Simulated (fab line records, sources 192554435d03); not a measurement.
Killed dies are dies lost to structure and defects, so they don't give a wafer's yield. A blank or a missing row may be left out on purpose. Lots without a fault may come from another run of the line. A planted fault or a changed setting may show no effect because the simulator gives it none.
fab line records | flow n5_finfet
record lots=6 wafers=17 last_day=17
route steps=1938 shown BEOL_M3@969 BEOL_M4@1111
lots that met no fault: from a run of the same line without faults
start_h: hours from the record's first day to the start of the lot's first wafer shown | wait_h: hours since the lot's step before | " the same as in the row above | L1.1+2: a row that stands for several wafers | - no value, or no start given | * or withheld: withheld | < > ~ a bound
route shown NAME@n: a module of which the file shows steps, and the number in the route of the first | usual: mean/standard deviation of fault-free wafers | same: alike in all rows | chamber/n: place in a boat | sites: the reading at each site | _std_site: their standard deviation | _edge_site: outer sites' mean less inner sites' | radius_mm: how far each site lies from the wafer's centre | mask NAME#n: copy n | behind: the tool/chamber that last shaped the wafer | hold: why the lot was held/for how many hours/how that ended | device: the transistor (n, p or np) that didn't switch | end of line: the same wafers' tests at the end of the route | a step without rows: its recipe alone | killed: dies lost to structure and defects at the first sort, not the wafer's yield | map: a wafer's dies, x killed, . not, _ none there
set.NAME: the setting as run; set.NAME@STEP: as run at that earlier step | model.NAME: the simulator's own value behind a step, which no gauge read
lots at some steps of the route; a table a step, a row a wafer
services: from which hour (start_h, from the record's first day; less than 0 if before it) a tool's chamber was out of use, for how many hours, and why
## steps
# step N5_BEOL_M3_DESCUM_33
# recipe chemistry=O2 time_s=7 source_power_w=50 bias_power_w=20 pressure_mtorr=20 rf_frequency_hz=2.712e+07 temp_c=40 resist=CAR-EUV o2_flow_sccm=225
# step N5_BEOL_M3_ETCH_77
# recipe chemistry=N2/H2 target=underlayer target_depth_a=65 mask_material=CAR-EUV time_s=5.2 ion_energy_ev=200 pressure_mtorr=30 source_w=840 bias_w=150 n2_flow_sccm=200 h2_flow_sccm=200 ends=cleared
# step N5_BEOL_M3_ETCH_69
# recipe chemistry=CF4 target=SiARC target_depth_a=156 mask_material=CAR-EUV time_s=26 ion_energy_ev=80 pressure_mtorr=40 source_w=545 bias_w=36 Ar_flow_sccm=100 cf4_flow_sccm=100 ends=cleared
# usual drypump_motor_current_A=5.9/0.48 etch_rf_on_time_s=26.3/0.88 oes_product_au=0.69/0.084 rf_fwd_power_W=531.7/1.7 rf_vpp_V=184.2/1.1 showerhead_plenum_p_Torr=2.15/0.058 throttle_valve_pct=15.56/0.27
# columns lot.wafer tool chamber start_h wait_h drypump_motor_current_A etch_rf_on_time_s oes_product_au rf_fwd_power_W rf_hours_counter_h rf_vpp_V showerhead_plenum_p_Torr throttle_valve_pct
L521.1 rie_diel-03 2 153.72 0.0 6.6 26.3 0.86 534.4 0 185.2 2.19 15.33
L521.3 " 0 " " 6.2 26.2 0.58 531.8 250 184.1 2.08 15.48
L521.6 " 0 " " 6.2 26.0 0.58 532.1 - 182.7 2.08 15.47
L527.1 rie_diel-06 2 187.28 0.0 5.3 27.8 0.63 527.7 164 184.4 2.15 15.99
L527.2 " 1 " " 5.5 24.9 0.81 528.9 11 183.0 2.11 15.36
L527.5 " 2 " " 5.4 27.8 0.62 529.8 - 185.2 2.15 15.99
L533.3 rie_diel-06 2 219.88 0.0 5.3 28.0 0.62 534.6 173 184.2 2.14 16.02
L533.4 " 1 " " 5.5 24.8 0.80 532.3 21 183.8 2.10 15.40
L533.5 " 3 " " 5.4 26.6 0.73 530.6 - 186.4 2.26 15.32
L535.1 rie_diel-03 2 228.40 0.0 6.6 26.8 0.76 532.4 26 185.2 2.18 15.37
L535.4 " 3 " " 5.7 27.6 0.57 531.4 231 185.2 2.20 15.90
L534.3 rie_diel-02 3 233.72 0.0 5.3 25.4 0.72 532.7 69 182.6 2.09 15.46
L534.5 " 3 " " 5.3 25.6 0.71 531.9 - 183.2 2.09 15.45
L534.6 " 2 " " 6.1 25.8 0.81 532.0 - 183.6 2.11 15.54
L543.1 rie_diel-02 0 282.74 0.0 6.3 26.9 0.57 531.6 242 184.8 2.21 15.62
L543.3 " 2 " " 6.1 26.2 0.76 533.2 26 183.9 2.10 15.55
L543.5 " 3 " " 5.2 25.6 0.70 533.3 - 184.2 2.08 15.47
# step N5_BEOL_M3_ALD_98
# recipe material=SiO2 target_thk_a=25 temp_c=100 ald_precursor_family=BDEAS ald_co_reactant=O2-plasma pulse_time_s=1 co_reactant_pulse_time_s=1 purge_time_s=2 co_reactant_purge_time_s=2 ald_cycles=17 pressure_torr=2
# usual heater_power_outer_w=41/3.6 heater_power_w=80/5.3 precursor_pulse_height_rel=0.999/0.021 susceptor_temp_C=100.00/0.11
# columns lot.wafer tool chamber start_h wait_h heater_power_outer_w heater_power_w precursor_pulse_height_rel susceptor_temp_C
L521.1 ald_sin-03 2 153.80 0.1 40 79 0.958 100.02
L521.3 " 3 " " 37 73 0.984 99.84
L521.6 " 1 " " 36 75 0.965 100.05
L527.1 ald_sin-02 0 187.67 0.4 41 83 0.979 100.04
L527.2 " 3 " " 38 77 0.984 100.05
L527.5 " 2 " " 43 83 0.963 99.88
L533.3 ald_sin-02 2 219.96 0.1 44 82 0.995 100.06
L533.4 " 0 " " 41 82 0.992 100.09
L533.5 " 3 " " 38 77 0.999 100.04
L535.1 ald_sin-02 2 228.77 0.3 43 82 1.017 99.88
L535.4 " 3 " " 38 74 0.995 99.99
L534.3 ald_sin-03 2 233.89 0.1 40 83 1.028 100.04
L534.5 " 2 " " 41 80 1.016 99.98
L534.6 " 1 " " 36 75 0.989 99.81
L543.1 ald_sin-02 0 282.82 0.1 40 81 0.999 100.01
L543.3 " 3 " " 38 77 0.989 99.96
L543.5 " 1 " " 40 73 1.044 100.01
# step N5_BEOL_M3_ETCHBACK_99
# recipe chemistry=CHF3 target=SiO2 target_depth_a=50 time_s=10.4 source_w=215 bias_w=47 Ar_flow_sccm=200 CHF3_flow_sccm=12 ion_energy_ev=100 pressure_mtorr=30
# usual drypump_motor_current_A=5.9/0.47 oes_product_au=0.81/0.099 rf_fwd_power_W=212.5/0.75 rf_vpp_V=244/7.6 showerhead_plenum_p_Torr=2.16/0.065 throttle_valve_pct=17.01/0.27
# columns lot.wafer tool chamber start_h wait_h drypump_motor_current_A oes_product_au rf_fwd_power_W rf_hours_counter_h rf_vpp_V showerhead_plenum_p_Torr throttle_valve_pct
L521.1 rie_diel-02 0 154.30 0.5 6.2 0.68 212.9 201 240 2.24 16.96
L521.3 " 1 " " 6.6 0.80 212.7 83 261 2.17 16.76
L521.6 " 3 " " 5.2 0.87 211.8 - 233 2.10 16.81
L527.1 rie_diel-06 3 187.97 0.3 5.4 0.89 211.7 38 247 2.29 16.82
L527.2 " 1 " " 5.5 0.96 214.0 11 245 2.11 16.83
L527.5 " 2 " " 5.4 0.74 212.6 - 251 2.13 17.29
L533.3 rie_diel-06 0 226.76 6.8 6.0 0.82 212.5 94 237 2.18 17.29
L533.4 " 2 " " 5.4 0.72 212.2 176 253 2.13 17.34
L533.5 " 3 " " 5.4 0.85 211.1 - 245 2.28 16.84
L534.3 rie_diel-03 2 234.77 0.8 6.6 0.91 212.4 27 249 2.20 16.85
L534.5 " 3 " " 5.7 0.67 212.3 - 244 2.21 17.30
L534.6 " 2 " " 6.6 0.90 212.6 - 248 2.20 16.83
L535.1 rie_diel-06 2 234.81 6.0 5.4 0.74 212.9 177 250 2.13 17.31
L535.4 " 0 " " 6.0 0.84 213.1 95 237 2.18 17.31
L543.1 rie_diel-03 1 287.48 4.6 5.7 0.73 211.5 208 236 2.04 17.43
L543.3 " 2 " " 6.6 0.88 211.5 45 249 2.19 16.87
L543.5 " 3 " " 5.7 0.66 212.1 - 245 2.20 17.35
# step N5_BEOL_M3_ETCH_70
# recipe chemistry=N2/H2 target=SOC target_depth_a=800 overetch_a=160 mask_material=SiARC temp_c=40 time_s=120 ion_energy_ev=200 pressure_mtorr=30 source_w=840 bias_w=150 n2_flow_sccm=200 h2_flow_sccm=200
# step N5_BEOL_M3_STRIP_71
# recipe chemistry=N2/H2 temp_c=40 n2_flow_sccm=200 h2_flow_sccm=200 rf_frequency_hz=6e+07
# step N5_BEOL_M3_STRIP_78
# recipe chemistry=N2/H2 temp_c=40 n2_flow_sccm=200 h2_flow_sccm=200 rf_frequency_hz=6e+07
# step N5_BEOL_M3_VIA_ETCH_34
# recipe chemistry=C4F6/O2 target_depth_a=694 mask_material=SOC pressure_mtorr=15 ion_energy_ev=250 taper_deg=4 time_s=65.9 source_w=350 bias_w=170 Ar_flow_sccm=300 C4F6_flow_sccm=10 O2_flow_sccm=10
# step N5_BEOL_M3_STRIP_83
# recipe chemistry=C4F6/O2 resist=SiARC rf_frequency_hz=6e+07
# step N5_BEOL_M3_STRIP_36
# recipe chemistry=N2/H2 power_w=450 temp_c=40 pressure_mtorr=20 rf_frequency_hz=6e+07 overash_fraction=0.3 bias_power_w=7 h2_frac=0.5 n2_flow_sccm=200 h2_flow_sccm=200
# usual drypump_motor_current_A=5.9/0.46 oes_product_au=0.82/0.099 rf_vpp_V=59.1/1.5 showerhead_plenum_p_Torr=2.54/0.072 throttle_valve_pct=23.5/0.44
# columns lot.wafer tool chamber start_h wait_h drypump_motor_current_A oes_product_au rf_hours_counter_h rf_vpp_V showerhead_plenum_p_Torr throttle_valve_pct
L521.1 rie_diel-02 0 154.50 0.0 6.3 0.70 202 57.7 2.60 23.1
L521.3 " 1 " " 6.6 0.81 83 57.0 2.56 23.3
L521.6 " 3 " " 5.3 0.87 - 61.0 2.48 23.2
L527.1 rie_diel-06 3 188.17 0.0 5.4 0.90 38 60.9 2.69 23.1
L527.2 " 1 " " 5.5 0.95 11 60.9 2.50 23.6
L527.5 " 2 " " 5.4 0.75 - 58.6 2.55 24.1
L533.3 rie_diel-06 0 226.96 0.0 6.1 0.82 94 59.6 2.58 23.8
L533.4 " 2 " " 5.4 0.74 176 55.4 2.54 24.1
L533.5 " 3 " " 5.4 0.87 - 59.3 2.68 23.1
L534.3 rie_diel-03 2 234.97 0.0 6.6 0.92 27 58.6 2.57 22.8
L534.5 " 3 " " 5.7 0.67 - 57.9 2.61 23.8
L534.6 " 2 " " 6.6 0.93 - 56.4 2.57 22.8
L535.1 rie_diel-06 2 235.00 0.0 5.4 0.75 177 56.6 2.54 24.0
L535.4 " 0 " " 6.1 0.83 95 58.8 2.58 23.7
L543.1 rie_diel-03 1 287.68 0.0 5.7 0.72 208 57.1 2.38 23.4
L543.3 " 2 " " 6.6 0.89 45 59.6 2.56 22.8
L543.5 " 3 " " 5.7 0.67 - 62.7 2.60 23.9
# step N5_BEOL_M3_TRENCH_ETCH_37
# recipe chemistry=C4F6/O2 target_depth_a=555.55 target=SiOC time_s=29.2 ion_energy_ev=250 pressure_mtorr=30 source_w=355 bias_w=185 Ar_flow_sccm=300 C4F6_flow_sccm=10 O2_flow_sccm=10
# step N5_BEOL_M3_ETCH_41
# recipe chemistry=CH3F/O2 target=SiCN target_depth_a=299 taper_deg=2 time_s=52.5 ion_energy_ev=120 mask_material=TiN pressure_mtorr=30 source_w=395 bias_w=75 Ar_flow_sccm=150 CH3F_flow_sccm=30 O2_flow_sccm=20
# usual drypump_motor_current_A=5.9/0.46 oes_product_au=0.81/0.1 rf_fwd_power_W=390.9/1.6 rf_vpp_V=297.5/1.4 showerhead_plenum_p_Torr=2.01/0.061 throttle_valve_pct=16.26/0.26
# columns lot.wafer tool chamber start_h wait_h drypump_motor_current_A oes_product_au rf_fwd_power_W rf_hours_counter_h rf_vpp_V showerhead_plenum_p_Torr throttle_valve_pct model.etch.depth_nm
L521.1 rie_diel-02 0 154.57 - 6.3 0.69 392.7 202 299.3 2.08 16.18 19.25
L521.3 " 1 " " 6.7 0.80 391.2 83 296.1 2.02 16.05 19.43
L521.6 " 3 " " 5.2 0.85 389.6 - 294.4 1.95 16.09 19.8
L527.1 rie_diel-06 3 188.24 - 5.4 0.89 387.9 38 299.9 2.13 16.08 20.01
L527.2 " 1 " " 5.5 0.96 393.4 11 296.8 1.96 16.07 20.56
L527.5 " 2 " " 5.3 0.74 392.8 - 296.7 1.99 16.57 18.93
L533.3 rie_diel-06 0 227.03 - 6.0 1.03 391.5 94 297.7 2.03 16.53 28.75
L533.4 " 2 " " 5.4 0.91 393.1 176 298.0 1.98 16.60 26.77
L533.5 " 3 " " 5.4 0.86 388.6 - 299.1 2.12 16.10 19.96
L534.3 rie_diel-03 2 235.04 - 6.6 0.90 389.1 28 298.8 2.04 16.08 19.7
L534.5 " 3 " " 5.7 0.66 391.6 - 298.4 2.06 16.56 18.94
L534.6 " 2 " " 6.6 0.90 390.0 - 298.8 2.04 16.06 19.58
L535.1 rie_diel-06 2 235.07 - 5.3 0.73 391.1 177 298.0 1.98 16.62 19.02
L535.4 " 0 " " 6.0 1.04 389.4 95 300.3 2.03 16.52 29.03
L543.1 rie_diel-03 1 287.75 - 5.7 0.72 389.1 208 295.0 1.89 16.65 19.81
L543.3 " 2 " " 6.6 0.88 389.5 45 298.0 2.04 16.12 19.91
L543.5 " 3 " " 5.6 0.66 392.2 - 299.0 2.05 16.59 19.04
# step N5_BEOL_M3_STRIP_97
# recipe chemistry=N2/H2 time_s=10 power_w=450 temp_c=40 pressure_mtorr=20 rf_frequency_hz=6e+07 bias_power_w=7 n2_flow_sccm=200 h2_flow_sccm=200
# usual drypump_motor_current_A=5.9/0.46 oes_product_au=0.82/0.099 rf_vpp_V=59.3/0.95 showerhead_plenum_p_Torr=2.54/0.072 throttle_valve_pct=23.5/0.44
# columns lot.wafer tool chamber start_h wait_h drypump_motor_current_A oes_product_au rf_hours_counter_h rf_vpp_V showerhead_plenum_p_Torr throttle_valve_pct
L521.1 rie_diel-02 0 - - 6.3 0.70 202 60.0 2.60 23.1
L521.3 " 1 " " 6.6 0.81 83 58.7 2.56 23.3
L521.6 " 3 " " 5.3 0.87 - 59.6 2.48 23.2
L527.1 rie_diel-06 3 - - 5.4 0.90 38 61.1 2.68 23.1
L527.2 " 1 " " 5.5 0.95 11 59.1 2.50 23.6
L527.5 " 2 " " 5.3 0.75 - 60.0 2.55 24.0
L533.3 rie_diel-06 0 - - 6.1 0.83 94 60.2 2.58 23.8
L533.4 " 2 " " 5.4 0.74 176 58.6 2.54 24.1
L533.5 " 3 " " 5.4 0.88 - 60.2 2.68 23.1
L534.3 rie_diel-03 2 - - 6.6 0.91 28 59.0 2.56 22.8
L534.5 " 3 " " 5.7 0.67 - 59.1 2.61 23.9
L534.6 " 2 " " 6.6 0.92 - 59.3 2.57 22.8
L535.1 rie_diel-06 2 - - 5.4 0.74 177 58.8 2.54 24.1
L535.4 " 0 " " 6.0 0.82 95 58.4 2.58 23.8
L543.1 rie_diel-03 1 - - 5.7 0.73 208 58.1 2.38 23.4
L543.3 " 2 " " 6.6 0.88 45 59.3 2.56 22.8
L543.5 " 3 " " 5.7 0.67 - 60.9 2.60 23.9
# step N5_BEOL_M4_RC_MEAS_101
# usual DIBL_N=36.1/2 DIBL_P=36.3/2.4 IOFF_N=0.15/0.035 IOFF_P=0.21/0.039 ION_N=672/15 ION_P=463/9.7 SS_N=71.5/0.7 SS_P=73.2/0.75 VT_N=251/3.6 VT_P=-250/3.8
# columns lot.wafer tool chamber start_h wait_h DIBL_N[mV/V] DIBL_P[mV/V] IOFF_N[nA/um] IOFF_P[nA/um] ION_N[uA/um] ION_P[uA/um] SS_N[mV/dec] SS_P[mV/dec] VT_N[mV] VT_P[mV]
L521.1 prober-01 0 174.26 0.0 35.5 35.3 0.14 0.20 668 469 70.8 72.7 252 -247
L521.3 " 0 " " 37.1 36.5 0.15 0.21 655 457 72.1 73.5 255 -249
L521.6 " 0 " " 34.0 33.5 0.11 0.18 651 456 70.9 72.8 257 -251
L527.1 prober-02 0 206.40 0.0 36.7 37.1 0.15 0.19 663 453 71.9 73.7 251 -254
L527.2 " 0 " " 37.2 37.9 0.16 0.20 680 461 71.2 74.1 251 -251
L527.5 " 0 " " 35.5 34.0 0.12 0.15 641 444 70.8 72.2 257 -255
L533.3 prober-01 0 246.33 0.3 37.6 37.9 0.19 0.24 694 479 72.0 73.2 244 -249
L533.4 " 0 " " 37.0 36.2 0.17 0.22 668 458 72.0 74.1 248 -248
L533.5 " 0 " " 37.9 37.2 0.19 0.24 712 479 71.9 72.9 248 -249
L535.1 prober-02 0 252.27 0.0 38.5 39.4 0.20 0.28 689 476 72.4 74.1 246 -246
L535.4 " 0 " " 35.0 34.5 0.14 0.19 667 458 71.4 72.0 254 -251
L534.3 prober-01 0 252.73 0.3 37.6 38.2 0.20 0.26 683 467 71.0 74.0 246 -246
L534.5 " 0 " " 35.7 35.8 0.15 0.22 678 473 70.3 73.6 251 -250
L534.6 " 0 " " 34.6 34.8 0.14 0.20 672 464 69.9 73.4 250 -248
L543.1 prober-01 0 310.95 0.0 39.8 40.2 0.20 0.29 699 476 72.3 73.3 248 -243
L543.3 " 0 " " 38.9 37.7 0.18 0.23 682 461 72.0 73.3 248 -250
L543.5 " 0 " " 35.8 34.4 0.12 0.18 650 457 71.3 73.0 254 -248
## services
# columns tool chamber start_h hours kind
rie_diel-03 2 135.89 - clean
rie_diel-03 2 135.89 - consumable_replace:focus_ring
rie_diel-03 2 135.89 17.7 scheduled_down
rie_diel-03 2 135.89 17.7 vent_cycle
ald_sin-03 - 141.99 6.1 pm
rie_diel-02 - 142.37 0.3 repair
rie_diel-03 0 154.19 - clean
rie_diel-03 0 154.19 - consumable_replace:focus_ring
rie_diel-03 0 154.19 17.6 scheduled_down
rie_diel-03 0 154.19 17.6 vent_cycle
ald_sin-03 1 165.87 3.7 repair
rie_diel-02 2 172.46 - clean
rie_diel-02 2 172.46 - consumable_replace:focus_ring
rie_diel-02 2 172.46 20.7 scheduled_down
rie_diel-02 2 172.46 20.7 vent_cycle
ald_sin-02 1 226.46 17.7 repair
rie_diel-06 1 268.83 5.7 repair
## key
first_sign none at tools or gauges
model_effect step=N5_BEOL_M3_ETCH_41 value=etch.depth_nm without=19.87 struck=28.18
met_at N5_BEOL_M3_ETCH_41
struck_wafers L533.3,L533.4,L535.4
onset_between 188.24 227.03
fault kind=process_parameter_drift tool=rie_diel-06 chamber=- onset_h=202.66 steps=N5_BEOL_M3_ETCH_41 channel=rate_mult offset=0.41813 shape=step end_h=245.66 scope=struck_wafers_only
